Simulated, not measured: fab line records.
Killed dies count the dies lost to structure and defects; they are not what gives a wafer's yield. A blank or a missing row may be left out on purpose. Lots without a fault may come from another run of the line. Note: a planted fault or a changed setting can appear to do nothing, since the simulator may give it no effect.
One fault seen from 3 desks -- flow n5_finfet -- numbers are kept per desk, each desk with only its own; the story behind them comes last

THE METROLOGY DESK
What the gauges read, lot by lot, whatever tool the lot ran on: means of the sampled wafers that have a number. A lot is out of limits, marked OUT, if its mean lies more than 4 standard deviations from the usual mean; the brackets give that distance.
Columns: A = cd_nm at N5_BEOL_M6_CD_MEAS_28, usual 40.09 nm; B = V5_OVL at N5_BEOL_M6_OVL_MEAS_29, usual 0.3 nm
lot,first seen here,A,B
L449,day 9 08:40,40.20,0.8
L451,day 10 01:23,39.98,1.0
L453,day 10 09:01,39.73,0.6
L459,day 12 04:55,39.97,0.0
L464,day 12 20:57,40.08,0.2
This desk's verdict: no lot among the 5 shows anything out of limits.

DESK OF THE TOOL OWNER: rie_diel-06
The tool's own readings at N5_BEOL_M6_VIA_ETCH_34 (etches SiCOH lowk in C4F6/O2, target depth 126.3 nm, time 50.9 s): means of the sampled wafers that have a number, for each lot that ran on this tool. A lot is out of limits, marked OUT, if its mean lies more than 4 standard deviations from the usual mean; the brackets give that distance.
Columns: A = drypump_motor_current_A at N5_BEOL_M6_VIA_ETCH_34, usual 5.4 A; B = mfc_ar_sccm at N5_BEOL_M6_VIA_ETCH_34, usual 300.0 sccm; C = oes_product_au at N5_BEOL_M6_VIA_ETCH_34, usual 0.78 a.u.; D = rf_vpp_V at N5_BEOL_M6_VIA_ETCH_34, usual 667 V; E = run_length_s at N5_BEOL_M6_VIA_ETCH_34, usual 74.6 s; F = showerhead_plenum_p_Torr at N5_BEOL_M6_VIA_ETCH_34, usual 2.83 Torr; G = throttle_valve_pct at N5_BEOL_M6_VIA_ETCH_34, usual 20.90 %
lot,first seen here,A,B,C,D,E,F,G
L453,day 10 09:38,5.0,299.3,0.77,666,74.4,2.80,20.85
L459,day 12 05:13,5.1,300.1,0.75,666,76.7 (+6.0) OUT,2.80,20.88
This desk's verdict: out of limits on L459, starting with L459 at day 12 05:13 (run_length_s at N5_BEOL_M6_VIA_ETCH_34). In limits: L453.

THE DEFECT DESK
Per lot, the means of the sampled wafers with a number show what the inspections along the route counted. A lot is out of limits, marked OUT, if its mean lies more than 4 standard deviations from the usual mean; the brackets give that distance.
Columns: A = raw_defect_count at N5_BEOL_M6_INSPECT_30, usual 428
lot,first seen here,A
L449,day 9 08:46,544
L451,day 10 01:29,404
L453,day 10 09:05,369
L459,day 12 05:00,605
L464,day 12 21:02,621
This desk's verdict: no lot among the 5 shows anything out of limits.

TAKEN TOGETHER
At day 12 05:13, on L459, the tool owner's desk was in a position to raise an alarm.
From the metrology desk's view, nothing was out of limits.
Nothing the defect desk looked at was out of limits.
The metrology desk has L459 on record, within its limits.
The defect desk has L459 on record, within its limits.
Of the lots named, all ran N5_BEOL_M6_VIA_ETCH_34 on rie_diel-06.

WHAT WAS PUT IN BY THE SIMULATOR
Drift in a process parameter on rie_diel-06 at N5_BEOL_M6_VIA_ETCH_34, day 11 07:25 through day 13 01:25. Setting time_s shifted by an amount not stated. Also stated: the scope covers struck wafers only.
Struck lots among those shown: L459.
Hours from the fault's start to each desk's first reading out of limits: the tool owner's desk, 22.
